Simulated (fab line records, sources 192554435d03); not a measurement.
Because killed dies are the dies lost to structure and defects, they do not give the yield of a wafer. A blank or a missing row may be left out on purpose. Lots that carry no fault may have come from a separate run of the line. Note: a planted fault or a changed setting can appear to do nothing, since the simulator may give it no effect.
Lot-split experiment || flow n5 finfet || 7 lots, 39 wafers read, on a route of 1938 steps

== ABOUT THE SPLIT ==
At N5_BEOL_M9_ETCH_62 (etches SOC in N2/H2, target depth 110 nm, overetch 22 nm, time 165 s), the setting time s was moved away from the recipe's 165 s on 15 of the 39 wafers read, by -49.1% to +34.7%. This setting was run at the recipe's value on the other wafers.

The reading is taken at the split's own step.

== THE READING ==
SiARC_of_BEOL_M9_COAT_60.thk nm (the simulator's own value, which no gauge read), in nm, at N5_BEOL_M9_ETCH_62 (etches SOC in N2/H2, target depth 110 nm, overetch 22 nm, time 165 s). The file does not state a usual value for it. Across the 24 wafers here that went through the recipe, the average is 23.4 nm and the standard deviation 0.16 nm.

{"wafer": "L076.1", "tool, chamber at the split": "rie diel-04, 0", "time s as run, s": 165, "against the recipe": "recipe", "SiARC_of_BEOL_M9_COAT_60.thk nm, nm": 23.4, "against lot-mates on the recipe": "-"}
{"wafer": "L076.2", "tool, chamber at the split": "rie diel-04, 1", "time s as run, s": 165, "against the recipe": "recipe", "SiARC_of_BEOL_M9_COAT_60.thk nm, nm": 23.4, "against lot-mates on the recipe": "-"}
{"wafer": "L076.3", "tool, chamber at the split": "rie diel-04, 3", "time s as run, s": 165, "against the recipe": "recipe", "SiARC_of_BEOL_M9_COAT_60.thk nm, nm": 23.2, "against lot-mates on the recipe": "-"}
{"wafer": "L076.4", "tool, chamber at the split": "rie diel-04, 2", "time s as run, s": 165, "against the recipe": "recipe", "SiARC_of_BEOL_M9_COAT_60.thk nm, nm": 23.2, "against lot-mates on the recipe": "-"}
{"wafer": "L076.5", "tool, chamber at the split": "rie diel-04, 3", "time s as run, s": 165, "against the recipe": "recipe", "SiARC_of_BEOL_M9_COAT_60.thk nm, nm": 23.4, "against lot-mates on the recipe": "-"}
{"wafer": "L076.6", "tool, chamber at the split": "rie diel-04, 2", "time s as run, s": 165, "against the recipe": "recipe", "SiARC_of_BEOL_M9_COAT_60.thk nm, nm": 23.2, "against lot-mates on the recipe": "-"}
{"wafer": "L079.1", "tool, chamber at the split": "rie diel-04, 3", "time s as run, s": 222.3, "against the recipe": "+34.7%", "SiARC_of_BEOL_M9_COAT_60.thk nm, nm": 21.2, "against lot-mates on the recipe": -2.3}
{"wafer": "L079.2", "tool, chamber at the split": "rie diel-04, 2", "time s as run, s": 222.3, "against the recipe": "+34.7%", "SiARC_of_BEOL_M9_COAT_60.thk nm, nm": 20.8, "against lot-mates on the recipe": -2.7}
{"wafer": "L079.3", "tool, chamber at the split": "rie diel-04, 0,1", "time s as run, s": 165, "against the recipe": "recipe", "SiARC_of_BEOL_M9_COAT_60.thk nm, nm": 23.4, "against lot-mates on the recipe": "-"}
{"wafer": "L079.4", "tool, chamber at the split": "rie diel-04, 0,1", "time s as run, s": 165, "against the recipe": "recipe", "SiARC_of_BEOL_M9_COAT_60.thk nm, nm": 23.4, "against lot-mates on the recipe": "-"}
{"wafer": "L079.5", "tool, chamber at the split": "rie diel-04, 0", "time s as run, s": 222.3, "against the recipe": "+34.7%", "SiARC_of_BEOL_M9_COAT_60.thk nm, nm": 21.2, "against lot-mates on the recipe": -2.3}
{"wafer": "L079.6", "tool, chamber at the split": "rie diel-04, 1", "time s as run, s": 165, "against the recipe": "recipe", "SiARC_of_BEOL_M9_COAT_60.thk nm, nm": 23.6, "against lot-mates on the recipe": "-"}
{"wafer": "L080.3", "tool, chamber at the split": "rie diel-05, 0", "time s as run, s": 165, "against the recipe": "recipe", "SiARC_of_BEOL_M9_COAT_60.thk nm, nm": 23.8, "against lot-mates on the recipe": "-"}
{"wafer": "L080.4", "tool, chamber at the split": "rie diel-05, 1", "time s as run, s": 165, "against the recipe": "recipe", "SiARC_of_BEOL_M9_COAT_60.thk nm, nm": 23.6, "against lot-mates on the recipe": "-"}
{"wafer": "L080.6", "tool, chamber at the split": "rie diel-05, 3", "time s as run, s": 165, "against the recipe": "recipe", "SiARC_of_BEOL_M9_COAT_60.thk nm, nm": 23.6, "against lot-mates on the recipe": "-"}
{"wafer": "L082.1", "tool, chamber at the split": "rie diel-02, 2", "time s as run, s": 110.6, "against the recipe": "-33.0%", "SiARC_of_BEOL_M9_COAT_60.thk nm, nm": 25.8, "against lot-mates on the recipe": "+2.3"}
{"wafer": "L082.2", "tool, chamber at the split": "rie diel-02, 3", "time s as run, s": 110.6, "against the recipe": "-33.0%", "SiARC_of_BEOL_M9_COAT_60.thk nm, nm": 25.6, "against lot-mates on the recipe": "+2.1"}
{"wafer": "L082.3", "tool, chamber at the split": "rie diel-02, 0", "time s as run, s": 165, "against the recipe": "recipe", "SiARC_of_BEOL_M9_COAT_60.thk nm, nm": 23.6, "against lot-mates on the recipe": "-"}
{"wafer": "L082.4", "tool, chamber at the split": "rie diel-02, 0", "time s as run, s": 110.6, "against the recipe": "-33.0%", "SiARC_of_BEOL_M9_COAT_60.thk nm, nm": 25.6, "against lot-mates on the recipe": "+2.1"}
{"wafer": "L082.5", "tool, chamber at the split": "rie diel-02, 3", "time s as run, s": 165, "against the recipe": "recipe", "SiARC_of_BEOL_M9_COAT_60.thk nm, nm": 23.4, "against lot-mates on the recipe": "-"}
{"wafer": "L082.6", "tool, chamber at the split": "rie diel-02, 2", "time s as run, s": 165, "against the recipe": "recipe", "SiARC_of_BEOL_M9_COAT_60.thk nm, nm": 23.6, "against lot-mates on the recipe": "-"}
{"wafer": "L086.1", "tool, chamber at the split": "rie diel-04, 1", "time s as run, s": 165, "against the recipe": "recipe", "SiARC_of_BEOL_M9_COAT_60.thk nm, nm": 23.4, "against lot-mates on the recipe": "-"}
{"wafer": "L086.2", "tool, chamber at the split": "rie diel-04, 2", "time s as run, s": 108, "against the recipe": "-34.5%", "SiARC_of_BEOL_M9_COAT_60.thk nm, nm": 25.6, "against lot-mates on the recipe": "+2.2"}
{"wafer": "L086.3", "tool, chamber at the split": "rie diel-04, 3", "time s as run, s": 108, "against the recipe": "-34.5%", "SiARC_of_BEOL_M9_COAT_60.thk nm, nm": 25.8, "against lot-mates on the recipe": "+2.4"}
{"wafer": "L086.4", "tool, chamber at the split": "rie diel-04, 0", "time s as run, s": 165, "against the recipe": "recipe", "SiARC_of_BEOL_M9_COAT_60.thk nm, nm": 23.4, "against lot-mates on the recipe": "-"}
{"wafer": "L086.5", "tool, chamber at the split": "rie diel-04, 3", "time s as run, s": 165, "against the recipe": "recipe", "SiARC_of_BEOL_M9_COAT_60.thk nm, nm": 23.4, "against lot-mates on the recipe": "-"}
{"wafer": "L086.6", "tool, chamber at the split": "rie diel-04, 0", "time s as run, s": 108, "against the recipe": "-34.5%", "SiARC_of_BEOL_M9_COAT_60.thk nm, nm": 25.6, "against lot-mates on the recipe": "+2.2"}
{"wafer": "L088.1", "tool, chamber at the split": "rie diel-05, 2", "time s as run, s": 165, "against the recipe": "recipe", "SiARC_of_BEOL_M9_COAT_60.thk nm, nm": 23.4, "against lot-mates on the recipe": "-"}
{"wafer": "L088.2", "tool, chamber at the split": "rie diel-05, 0", "time s as run, s": 139.7, "against the recipe": "-15.3%", "SiARC_of_BEOL_M9_COAT_60.thk nm, nm": 24.8, "against lot-mates on the recipe": "+1.3"}
{"wafer": "L088.3", "tool, chamber at the split": "rie diel-05, 1", "time s as run, s": 139.7, "against the recipe": "-15.3%", "SiARC_of_BEOL_M9_COAT_60.thk nm, nm": 24.4, "against lot-mates on the recipe": "+0.9"}
{"wafer": "L088.4", "tool, chamber at the split": "rie diel-05, 3", "time s as run, s": 139.7, "against the recipe": "-15.3%", "SiARC_of_BEOL_M9_COAT_60.thk nm, nm": 24.6, "against lot-mates on the recipe": "+1.1"}
{"wafer": "L088.5", "tool, chamber at the split": "rie diel-05, 1", "time s as run, s": 165, "against the recipe": "recipe", "SiARC_of_BEOL_M9_COAT_60.thk nm, nm": 23.4, "against lot-mates on the recipe": "-"}
{"wafer": "L088.6", "tool, chamber at the split": "rie diel-05, 2", "time s as run, s": 165, "against the recipe": "recipe", "SiARC_of_BEOL_M9_COAT_60.thk nm, nm": 23.6, "against lot-mates on the recipe": "-"}
{"wafer": "L093.1", "tool, chamber at the split": "rie diel-04, 0", "time s as run, s": 165, "against the recipe": "recipe", "SiARC_of_BEOL_M9_COAT_60.thk nm, nm": 23.2, "against lot-mates on the recipe": "-"}
{"wafer": "L093.2", "tool, chamber at the split": "rie diel-04, 1", "time s as run, s": 83.96, "against the recipe": "-49.1%", "SiARC_of_BEOL_M9_COAT_60.thk nm, nm": 26.6, "against lot-mates on the recipe": "+3.3"}
{"wafer": "L093.3", "tool, chamber at the split": "rie diel-04, 2", "time s as run, s": 165, "against the recipe": "recipe", "SiARC_of_BEOL_M9_COAT_60.thk nm, nm": 23.2, "against lot-mates on the recipe": "-"}
{"wafer": "L093.4", "tool, chamber at the split": "rie diel-04, 3", "time s as run, s": 165, "against the recipe": "recipe", "SiARC_of_BEOL_M9_COAT_60.thk nm, nm": 23.4, "against lot-mates on the recipe": "-"}
{"wafer": "L093.5", "tool, chamber at the split": "rie diel-04, 0", "time s as run, s": 83.96, "against the recipe": "-49.1%", "SiARC_of_BEOL_M9_COAT_60.thk nm, nm": 26.4, "against lot-mates on the recipe": "+3.1"}
{"wafer": "L093.6", "tool, chamber at the split": "rie diel-04, 3", "time s as run, s": 83.96, "against the recipe": "-49.1%", "SiARC_of_BEOL_M9_COAT_60.thk nm, nm": 26.6, "against lot-mates on the recipe": "+3.3"}
If several chambers appear in one row, that row covers several wafers at once and the file leaves open which wafer was in which chamber.

FIT RESULTS
A straight line over all 39 wafers: SiARC_of_BEOL_M9_COAT_60.thk nm changes by -0.0658 nm for each +1% of time s; r = -0.99; the points scatter about the line by 0.17 nm.
The same after taking each lot's own level away (the mean of its wafers on the recipe; 39 wafers): -0.0669 nm for each +1%; r = -1.00; scatter 0.12 nm.
The reading moves by 3.3 nm for the largest change in time s, on that fit.
Measured against the standard deviation above, the lots' own levels, which go from 23.27 to 23.67 nm, span 2.6 times it.
Hence the lot-to-lot level has little effect on the slope; both slopes agree.
Check: for one of the wafers moved furthest among these (-49.1%), held out of the fit, the line's prediction against its lot-mates is +3.27 nm. It came out at +3.33 nm against them.

== FURTHER SPLITS ON THESE WAFERS ==
Before the reading, these wafers also passed through other splits. Each is held against what the fit with the lots' levels taken away leaves over:
{"other split on the same wafers": "N5_FIN_SAQP_PECVD_48 time s", "wafers away from the commonest value": 15, "r with SiARC_of_BEOL_M9_COAT_60.thk nm (lot level and that fit taken away)": "+0.19"}
{"other split on the same wafers": "N5_SDB_ALD_29 ald cycles", "wafers away from the commonest value": 15, "r with SiARC_of_BEOL_M9_COAT_60.thk nm (lot level and that fit taken away)": -0.07}
{"other split on the same wafers": "N5_BEOL_M1_TRENCH_ETCH_37 time s", "wafers away from the commonest value": 12, "r with SiARC_of_BEOL_M9_COAT_60.thk nm (lot level and that fit taken away)": "+0.00"}
{"other split on the same wafers": "N5_BEOL_M4_DESCUM_33 time s", "wafers away from the commonest value": 18, "r with SiARC_of_BEOL_M9_COAT_60.thk nm (lot level and that fit taken away)": "+0.06"}

== THE WHOLE CHAIN: every reading that the file lists as answering this split, in the file's order ==
{"step": "N5_BEOL_M9_ETCH_62", "what it does": "etches SOC in N2/H2, target depth 110 nm, overetch 22 nm, time 165 s", "reading": "etch.depth nm (the simulator's own value, which no gauge read)", "change (the file's fit)": "not straight: 69.52 at the lowest setting, 100 at the recipe, 99.93 at the highest", "r (the file's)": "not given"}
{"step": "N5_BEOL_M9_ETCH_62", "what it does": "etches SOC in N2/H2, target depth 110 nm, overetch 22 nm, time 165 s", "reading": "SiARC_of_BEOL_M9_COAT_60.thk nm (the simulator's own value, which no gauge read)", "change (the file's fit)": "-0.0668 nm for each +1% of the setting", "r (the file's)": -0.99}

== FILE'S OWN FIT ==
SiARC_of_BEOL_M9_COAT_60.thk nm changes by -0.0668 nm for each +1% of time s, r = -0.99.
